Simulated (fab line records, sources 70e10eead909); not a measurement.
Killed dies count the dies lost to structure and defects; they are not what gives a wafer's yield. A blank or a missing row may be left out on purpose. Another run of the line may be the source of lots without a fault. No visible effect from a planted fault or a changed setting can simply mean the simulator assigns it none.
Matching of chambers -- flow nand harc -- cmp-03 running NHARC_P_M0_CMP_23: 4 sister chambers
The step polishes, t overpolish 20 s, target thk 117.53 nm. 8 wafers are shown with their chamber, then 9 later ones without.

WAFERS PAIRED WITH THEIR CHAMBERS
wafer,chamber,motor current A (A),time to endpoint s (s)
L076.5,1,15.2,24.1
L079.6,0,11.4,27.3
L080.3,3,10.0,29.8
L080.5,1,14.8,26.0
L080.6,2,13.3,25.7
L085.2,2,13.4,33.0
L085.4,3,10.1,31.7
L085.6,0,11.9,29.6

WAFERS WITH NO CHAMBER GIVEN
wafer,motor current A (A),time to endpoint s (s)
L088.1,11.9,29.0
L088.3,13.1,32.9
L088.6,12.6,31.6
L092.1,14.2,28.1
L092.2,11.4,29.9
L092.5,15.1,30.8
L093.1,14.6,29.0
L093.3,10.2,28.6
L093.4,13.9,32.2

WHICH CHAMBER EACH ONE RAN IN
wafer,from the rows above,in truth
L088.1,0,0
L088.3,2,2
L088.6,can't be placed: 2 or 0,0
L092.1,can't be placed: 1 or 2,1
L092.2,0,0
L092.5,1,1
L093.1,1,1
L093.3,3,3
L093.4,2,2
7 of 9 placed correctly. Cannot be placed on the basis of these rows: 2; the candidates contain the true chamber in 2. Wrongly placed: 0.
How it was worked out, from the rows above alone: a wafer's distance from a chamber is the root of the sum, over the readings, of the square of ((its reading less the chamber's mean) divided by the reading's scatter). The wafer belongs to the nearest chamber; if the next one is less than 2 further off, it can't be placed. A chamber's mean is the mean of its shown wafers. The scatter: the root of (the sum of the squares of (reading less its chamber's mean) over the shown wafers, divided by (wafers less chambers)).
